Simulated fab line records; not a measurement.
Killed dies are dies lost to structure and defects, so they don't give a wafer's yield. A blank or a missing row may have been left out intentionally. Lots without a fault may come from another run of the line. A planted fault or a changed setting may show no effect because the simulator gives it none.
What tool caused it? ; flow n5_finfet ; 24 lots, 72 wafers sampled, at 4 steps of a route of 1938

## WHAT THE GAUGES SHOWED, per wafer
N5_BEOL_M5_CD_MEAS_11: the cd target is 27.74 nm. Usual: cd_nm reads 28.01 nm (standard deviation 0.22).
lot;measured;on;cd_nm (nm);flag
L074;day 8 03:13;cd_sem-01;28.26 28.14 27.84;
L075;day 8 04:41;cd_sem-02;27.82 27.86 27.72;
L076;day 8 12:14;cd_sem-03;27.32 27.43 27.85;
L077;day 8 20:16;cd_sem-01;28.40 28.14 28.29;
L078;day 9 03:30;cd_sem-03;27.85 27.89 27.72;
L080;day 9 10:10;cd_sem-01;27.99 27.87 27.70;
L079;day 9 13:31;cd_sem-01;28.17 28.08 27.63;
L081;day 9 20:07;cd_sem-02;27.97 28.01 28.08;
L082;day 9 23:31;cd_sem-01;28.25 28.04 28.04;
L084;day 10 05:55;cd_sem-02;28.16 28.05 27.87;
L083;day 10 12:43;cd_sem-01;28.13 27.81 27.92;
L085;day 10 16:35;cd_sem-01;27.93 28.20 27.98;
L086;day 11 04:28;cd_sem-03;28.04 28.11 28.02;
L087;day 11 17:46;cd_sem-03;27.96 27.78 28.33;
L088;day 11 21:52;cd_sem-01;27.73 28.08 27.95;
L089;day 11 22:51;cd_sem-02;28.16 28.18 28.06;
L090;day 11 23:25;cd_sem-01;28.13 28.31 28.24;
L092;day 12 02:06;cd_sem-01;28.37 28.08 28.17;
L091;day 12 06:07;cd_sem-01;28.26 27.88 28.02;
L093;day 12 21:49;cd_sem-03;27.87 27.98 28.22;
L094;day 13 00:43;cd_sem-03;28.06 28.13 28.30;
L096;day 13 14:40;cd_sem-02;27.76 27.64 27.59;
L095;day 13 22:57;cd_sem-01;28.12 28.29 28.43;
L097;day 13 23:08;cd_sem-02;27.95 28.07 28.02;

N5_BEOL_M5_CD_MEAS_18: pitch 56 nm, target cd 28 nm. Usual: cd_nm reads 28.08 nm (standard deviation 0.25).
lot;measured;on;cd_nm (nm);flag
L074;day 8 03:47;cd_sem-02;28.41 28.08 28.19;
L075;day 8 05:15;cd_sem-03;28.22 27.87 28.53;
L076;day 8 12:50;cd_sem-03;27.86 27.97 28.07;
L077;day 8 20:55;cd_sem-01;27.98 28.37 28.37;
L078;day 9 04:11;cd_sem-02;28.06 28.05 28.02;
L080;day 9 10:43;cd_sem-03;27.98 28.16 27.96;
L079;day 9 14:22;cd_sem-01;27.96 28.20 28.12;
L081;day 9 20:40;cd_sem-01;28.18 28.37 28.10;
L082;day 10 00:05;cd_sem-01;27.83 28.53 27.61;
L084;day 10 06:45;cd_sem-01;28.41 27.19 28.23;
L083;day 10 13:16;cd_sem-01;27.88 27.87 28.39;
L085;day 10 17:15;cd_sem-02;28.45 28.00 28.28;
L086;day 11 05:23;cd_sem-02;28.14 28.13 27.86;
L087;day 11 18:28;cd_sem-01;27.91 28.05 28.32;
L088;day 11 22:27;cd_sem-03;27.86 27.59 28.00;
L089;day 11 23:43;cd_sem-02;27.94 28.08 28.63;
L090;day 12 00:10;cd_sem-01;27.57 27.89 28.14;
L092;day 12 03:04;cd_sem-01;28.22 28.21 28.41;
L091;day 12 06:55;cd_sem-02;27.94 27.81 28.11;
L093;day 12 22:30;cd_sem-01;28.26 27.80 28.09;
L094;day 13 01:25;cd_sem-01;28.05 27.95 28.18;
L096;day 13 15:20;cd_sem-01;27.42 27.84 27.99;
L095;day 13 23:31;cd_sem-02;28.05 28.02 27.93;
L097;day 13 23:59;cd_sem-02;28.09 28.13 28.26;

N5_BEOL_M5_OCD_MEAS_38. Usual: trench_depth_nm reads 72.0 nm (standard deviation 1.3).
lot;measured;on;trench_depth_nm (nm);flag
L074;day 8 06:31;ocd-01;73.0 72.2 74.3;
L075;day 8 07:01;ocd-02;75.2 71.3 72.4;
L076;day 8 13:43;ocd-01;71.6 71.2 73.1;
L077;day 8 22:45;ocd-01;70.5 70.4 69.5;
L078;day 9 05:56;ocd-02;72.3 73.6 74.5;
L080;day 9 14:06;ocd-02;72.3 72.3 72.4;
L079;day 9 16:19;ocd-01;71.0 71.2 71.4;
L081;day 9 22:50;ocd-01;74.9 72.5 74.6;
L082;day 10 01:57;ocd-02;73.2 71.5 71.7;
L084;day 10 08:45;ocd-01;71.8 72.5 71.3;
L083;day 10 14:16;ocd-01;71.2 69.2 68.6;
L085;day 10 19:43;ocd-02;70.5 71.4 71.3;
L086;day 11 06:22;ocd-01;71.3 72.0 71.1;
L087;day 11 21:04;ocd-01;72.8 71.7 74.1;
L088;day 11 23:21;ocd-02;72.6 70.3 70.3;
L089;day 12 06:16;ocd-02;70.9 71.7 72.1;
L090;day 12 02:18;ocd-02;71.7 73.7 74.1;
L092;day 12 04:40;ocd-01;73.1 71.0 73.5;
L091;day 12 08:07;ocd-01;72.0 70.1 71.4;
L093;day 13 00:20;ocd-02;71.2 71.6 70.8;
L094;day 13 02:37;ocd-01;72.3 70.9 72.9;
L096;day 13 16:46;ocd-02;72.9 72.5 71.4;
L095;day 14 00:35;ocd-02;71.8 70.5 70.9;
L097;day 14 01:05;ocd-02;70.2 71.0 73.6;

## EACH LOT AND THE TOOL THAT RAN IT (in order: tool; ch and the chambers of the sampled wafers; start)
lot;N5_BEOL_M5_STRIP_36
L074;rie_diel-02 ch 0,1,2, day 8 06:19
L075;rie_diel-02 ch 0,2,3, day 8 06:49
L076;rie_diel-05 ch 0,1,2, day 8 13:31
L077;rie_diel-01 ch 0,1,2, day 8 22:33
L078;rie_diel-02 ch 0,1,2, day 9 05:46
L080;rie_diel-02 ch 0,1,3, day 9 13:55
L079;rie_diel-05 ch 1,2,3, day 9 16:08
L081;rie_diel-02 ch 1,2, day 9 22:38
L082;rie_diel-02 ch 0,1,3, day 10 01:46
L084;rie_diel-02 ch 0,3, day 10 08:33
L083;rie_diel-01 ch 1,3, day 10 14:04
L085;rie_diel-01 ch 0,2, day 10 19:31
L086;rie_diel-01 ch 2,3, day 11 06:10
L087;rie_diel-02 ch 0,2,3, day 11 20:53
L088;rie_diel-05 ch 0,1,3, day 11 23:09
L089;rie_diel-02 ch 1,3, day 12 06:04
L090;rie_diel-02 ch 1,2, day 12 02:06
L092;rie_diel-05 ch 0,1,2, day 12 04:28
L091;rie_diel-01 ch 0,2,3, day 12 07:56
L093;rie_diel-05 ch 0,2, day 13 00:08
L094;rie_diel-05 ch 0,2, day 13 02:25
L096;rie_diel-05 ch 0,2,3, day 13 16:34
L095;rie_diel-02 ch 0,3, day 14 00:23
L097;rie_diel-02 ch 1,2,3, day 14 00:53
- N5_BEOL_M5_STRIP_36: strips in N2/H2.

## WHAT THE TOOLS THEMSELVES READ (means of the sampled wafers that have a number; where no wafer has one, the mark that the record gives instead)
N5_BEOL_M5_STRIP_36. Usual: drypump_motor_current_A 5.9 A, standard deviation 0.35; oes_product_au 0.80 a.u., standard deviation 0.09; rf_vpp_V 59.3 V, standard deviation 1.5; showerhead_plenum_p_Torr 2.56 Torr, standard deviation 0.04; throttle_valve_pct 23.6 %, standard deviation 0.31.
lot;tool;drypump_motor_current_A (A);oes_product_au (a.u.);rf_vpp_V (V);showerhead_plenum_p_Torr (Torr);throttle_valve_pct (%);flag
L074;rie_diel-02;6.1;0.85;59.1;2.56;23.7;
L075;rie_diel-02;5.8;0.84;58.3;2.57;23.5;
L076;rie_diel-05;5.8;0.87;59.9;2.58;23.5;
L077;rie_diel-01;5.9;0.67;58.9;2.58;23.6;
L078;rie_diel-02;6.1;0.82;59.5;2.56;23.7;
L080;rie_diel-02;5.8;0.77;59.6;2.55;23.7;
L079;rie_diel-05;5.8;0.80;60.7;2.59;23.5;
L081;rie_diel-02;6.3;0.87;59.5;2.57;23.7;
L082;rie_diel-02;5.8;0.76;58.2;2.54;23.8;
L084;rie_diel-02;5.5;0.77;59.2;2.56;23.6;
L083;rie_diel-01;5.9;0.71;59.6;2.48;23.7;
L085;rie_diel-01;5.8;0.77;60.7;2.60;23.7;
L086;rie_diel-01;5.6;0.70;56.9;2.55;24.0;
L087;rie_diel-02;5.8;0.81;58.4;2.56;23.6;
L088;rie_diel-05;6.0;0.79;58.9;2.58;23.5;
L089;rie_diel-02;6.1;0.72;59.8;2.52;23.9;
L090;rie_diel-02;6.3;0.85;58.3;2.56;23.7;
L092;rie_diel-05;5.8;0.82;59.5;2.57;23.5;
L091;rie_diel-01;5.9;0.78;58.8;2.55;23.7;
L093;rie_diel-05;5.9;0.82;58.2;2.57;23.7;
L094;rie_diel-05;5.7;0.80;59.1;2.57;23.7;
L096;rie_diel-05;5.9;0.86;58.8;2.58;23.6;
L095;rie_diel-02;5.6;0.72;60.1;2.54;23.6;
L097;rie_diel-02;6.1;0.77;58.0;2.53;23.7;

## THE ANSWER, worked out from the rows above alone
Rule: lot off if the mean of its wafers having a number is beyond 3 standard deviations from the usual mean. A lot without any number at a reading at which 4 lots or more have one is off too. The other lots that the step has rows for count as sound. The gauges are gone through in route order, then the tools' own readings, and for those a lot's mean is taken as printed above. At the first step where some lot is off, the reading lying furthest off is the one used; lots without a number count as furthest.
Nothing can be told from this: no lot is off at any reading shown.

## WHAT HAD BEEN PUT IN BY THE SIMULATOR
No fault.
